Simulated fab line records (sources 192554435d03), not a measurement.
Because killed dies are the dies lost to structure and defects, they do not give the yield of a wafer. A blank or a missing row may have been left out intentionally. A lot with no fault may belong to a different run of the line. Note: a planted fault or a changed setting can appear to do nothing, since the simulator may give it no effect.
The tool behind it: which one? / flow n5 finfet / 24 lots with 72 wafers sampled at 2 steps, on a route of 1938 steps

== WHAT THE GAUGES SHOWED, per wafer ==
N5_BEOL_M15_INSPECT_30: inspects for defects (macro). Usual: raw defect count at 2.0, with a standard deviation of 1.4.
lot=L074; measured=day 11 07:36; on=defect inspect-01; raw defect count=2 2 2; flag=
lot=L075; measured=day 11 17:49; on=defect inspect-02; raw defect count=2 2 0; flag=
lot=L076; measured=day 12 06:01; on=defect inspect-02; raw defect count=3 2 1; flag=
lot=L077; measured=day 12 09:34; on=defect inspect-02; raw defect count=2 1 1; flag=
lot=L078; measured=day 12 17:37; on=defect inspect-01; raw defect count=2 3 4; flag=
lot=L079; measured=day 12 18:16; on=defect inspect-01; raw defect count=1 3 2; flag=
lot=L081; measured=day 13 09:00; on=defect inspect-02; raw defect count=1 1 3; flag=
lot=L080; measured=day 13 12:09; on=defect inspect-01; raw defect count=1 2 1; flag=
lot=L083; measured=day 13 12:17; on=defect inspect-02; raw defect count=1 1 3; flag=
lot=L082; measured=day 13 17:46; on=defect inspect-02; raw defect count=0 1 1; flag=
lot=L084; measured=day 14 10:34; on=defect inspect-01; raw defect count=0 2 2; flag=
lot=L085; measured=day 14 16:41; on=defect inspect-01; raw defect count=1 1 0; flag=
lot=L087; measured=day 14 20:25; on=defect inspect-01; raw defect count=1 2 4; flag=
lot=L086; measured=day 14 21:01; on=defect inspect-01; raw defect count=1 3 1; flag=
lot=L088; measured=day 15 03:52; on=defect inspect-02; raw defect count=3 1 2; flag=
lot=L089; measured=day 15 14:20; on=defect inspect-02; raw defect count=4 3 0; flag=
lot=L090; measured=day 16 01:46; on=defect inspect-02; raw defect count=4 0 3; flag=
lot=L093; measured=day 16 06:27; on=defect inspect-02; raw defect count=3 1 2; flag=
lot=L091; measured=day 16 07:59; on=defect inspect-02; raw defect count=0 2 1; flag=
lot=L092; measured=day 16 11:38; on=defect inspect-01; raw defect count=7 4 1; flag=
lot=L096; measured=day 17 05:55; on=defect inspect-01; raw defect count=4 0 0; flag=
lot=L094; measured=day 17 17:26; on=defect inspect-02; raw defect count=3 4 2; flag=
lot=L095; measured=day 17 21:07; on=defect inspect-01; raw defect count=3 1 0; flag=
lot=L097; measured=day 18 14:08; on=defect inspect-02; raw defect count=2 1 5; flag=

== TOOL THAT RAN EACH LOT (tool first, then ch and the chambers of the sampled wafers, then the start) ==
lot=L074; N5_BEOL_M13_ANNEAL_48=rtp anneal-02 ch 0, day 10 23:45
lot=L075; N5_BEOL_M13_ANNEAL_48=rtp anneal-02 ch 0, day 11 10:02
lot=L076; N5_BEOL_M13_ANNEAL_48=rtp anneal-01 ch 0, day 11 22:22
lot=L077; N5_BEOL_M13_ANNEAL_48=rtp anneal-02 ch 0, day 11 23:44
lot=L078; N5_BEOL_M13_ANNEAL_48=rtp anneal-01 ch 0, day 12 07:07
lot=L079; N5_BEOL_M13_ANNEAL_48=rtp anneal-01 ch 0, day 12 07:44
lot=L081; N5_BEOL_M13_ANNEAL_48=rtp anneal-01 ch 0, day 12 21:25
lot=L080; N5_BEOL_M13_ANNEAL_48=rtp anneal-02 ch 0, day 13 02:49
lot=L083; N5_BEOL_M13_ANNEAL_48=rtp anneal-02 ch 0, day 13 04:28
lot=L082; N5_BEOL_M13_ANNEAL_48=rtp anneal-01 ch 0, day 13 09:34
lot=L084; N5_BEOL_M13_ANNEAL_48=rtp anneal-02 ch 0, day 13 22:10
lot=L085; N5_BEOL_M13_ANNEAL_48=rtp anneal-02 ch 0, day 14 00:16
lot=L087; N5_BEOL_M13_ANNEAL_48=rtp anneal-02 ch 0, day 14 03:25
lot=L086; N5_BEOL_M13_ANNEAL_48=rtp anneal-02 ch 0, day 14 12:55
lot=L088; N5_BEOL_M13_ANNEAL_48=rtp anneal-02 ch 0, day 14 17:52
lot=L089; N5_BEOL_M13_ANNEAL_48=rtp anneal-02 ch 0, day 15 06:12
lot=L090; N5_BEOL_M13_ANNEAL_48=rtp anneal-02 ch 0, day 15 16:19
lot=L093; N5_BEOL_M13_ANNEAL_48=rtp anneal-02 ch 0, day 15 22:59
lot=L091; N5_BEOL_M13_ANNEAL_48=rtp anneal-01 ch 0, day 15 22:59
lot=L092; N5_BEOL_M13_ANNEAL_48=rtp anneal-01 ch 0, day 16 03:10
lot=L096; N5_BEOL_M13_ANNEAL_48=rtp anneal-02 ch 0, day 16 22:06
lot=L094; N5_BEOL_M13_ANNEAL_48=rtp anneal-01 ch 0, day 17 09:08
lot=L095; N5_BEOL_M13_ANNEAL_48=rtp anneal-01 ch 0, day 17 12:04
lot=L097; N5_BEOL_M13_ANNEAL_48=rtp anneal-02 ch 0, day 17 23:10
- N5_BEOL_M13_ANNEAL_48: time 90 s.

== AS READ BY THE TOOLS THEMSELVES (means over the sampled wafers that have a number; for cases with no such wafer, the mark the record gives instead) ==
N5_BEOL_M13_ANNEAL_48. Usual: anneal temp c 224.97 C, standard deviation 0.17; wafer_temp_C_max 226.1, standard deviation 0.3.
lot=L074; tool=rtp anneal-02; anneal temp c (C)=224.88; wafer_temp_C_max=226.5; flag=
lot=L075; tool=rtp anneal-02; anneal temp c (C)=224.93; wafer_temp_C_max=226.1; flag=
lot=L076; tool=rtp anneal-01; anneal temp c (C)=225.02; wafer_temp_C_max=226.0; flag=
lot=L077; tool=rtp anneal-02; anneal temp c (C)=224.94; wafer_temp_C_max=226.8; flag=
lot=L078; tool=rtp anneal-01; anneal temp c (C)=225.03; wafer_temp_C_max=226.0; flag=
lot=L079; tool=rtp anneal-01; anneal temp c (C)=224.93; wafer_temp_C_max=226.0; flag=
lot=L081; tool=rtp anneal-01; anneal temp c (C)=224.80; wafer_temp_C_max=226.0; flag=
lot=L080; tool=rtp anneal-02; anneal temp c (C)=225.02; wafer_temp_C_max=226.3; flag=
lot=L083; tool=rtp anneal-02; anneal temp c (C)=224.89; wafer_temp_C_max=226.0; flag=
lot=L082; tool=rtp anneal-01; anneal temp c (C)=225.00; wafer_temp_C_max=226.1; flag=
lot=L084; tool=rtp anneal-02; anneal temp c (C)=225.05; wafer_temp_C_max=226.5; flag=
lot=L085; tool=rtp anneal-02; anneal temp c (C)=224.73; wafer_temp_C_max=226.2; flag=
lot=L087; tool=rtp anneal-02; anneal temp c (C)=224.81; wafer_temp_C_max=226.0; flag=
lot=L086; tool=rtp anneal-02; anneal temp c (C)=224.85; wafer_temp_C_max=226.4; flag=
lot=L088; tool=rtp anneal-02; anneal temp c (C)=224.99; wafer_temp_C_max=226.2; flag=
lot=L089; tool=rtp anneal-02; anneal temp c (C)=224.86; wafer_temp_C_max=226.3; flag=
lot=L090; tool=rtp anneal-02; anneal temp c (C)=225.03; wafer_temp_C_max=226.1; flag=
lot=L093; tool=rtp anneal-02; anneal temp c (C)=225.02; wafer_temp_C_max=226.5; flag=
lot=L091; tool=rtp anneal-01; anneal temp c (C)=225.08; wafer_temp_C_max=226.0; flag=
lot=L092; tool=rtp anneal-01; anneal temp c (C)=225.07; wafer_temp_C_max=225.9; flag=
lot=L096; tool=rtp anneal-02; anneal temp c (C)=224.97; wafer_temp_C_max=226.4; flag=
lot=L094; tool=rtp anneal-01; anneal temp c (C)=224.98; wafer_temp_C_max=225.8; flag=
lot=L095; tool=rtp anneal-01; anneal temp c (C)=225.19; wafer_temp_C_max=225.9; flag=
lot=L097; tool=rtp anneal-02; anneal temp c (C)=224.82; wafer_temp_C_max=226.1; flag=

== THE ANSWER, worked out from the rows above alone ==
Rule: take the mean of a lot's wafers that have a number; if it is more than 3 standard deviations from the usual mean, the lot is off. A lot without any number at a reading at which 4 lots or more have one is off too. Where the step has rows for the other lots, those lots are counted as sound. The gauges are gone through in route order, then the tools' own readings, and for those a lot's mean is taken as printed above. The first step at which some lot is off is used, and at that step the reading that is off furthest; a lot without a number counts as furthest.
Across all readings shown, no lot is off: no conclusion can be drawn from this.

== WHAT HAD BEEN PUT IN BY THE SIMULATOR ==
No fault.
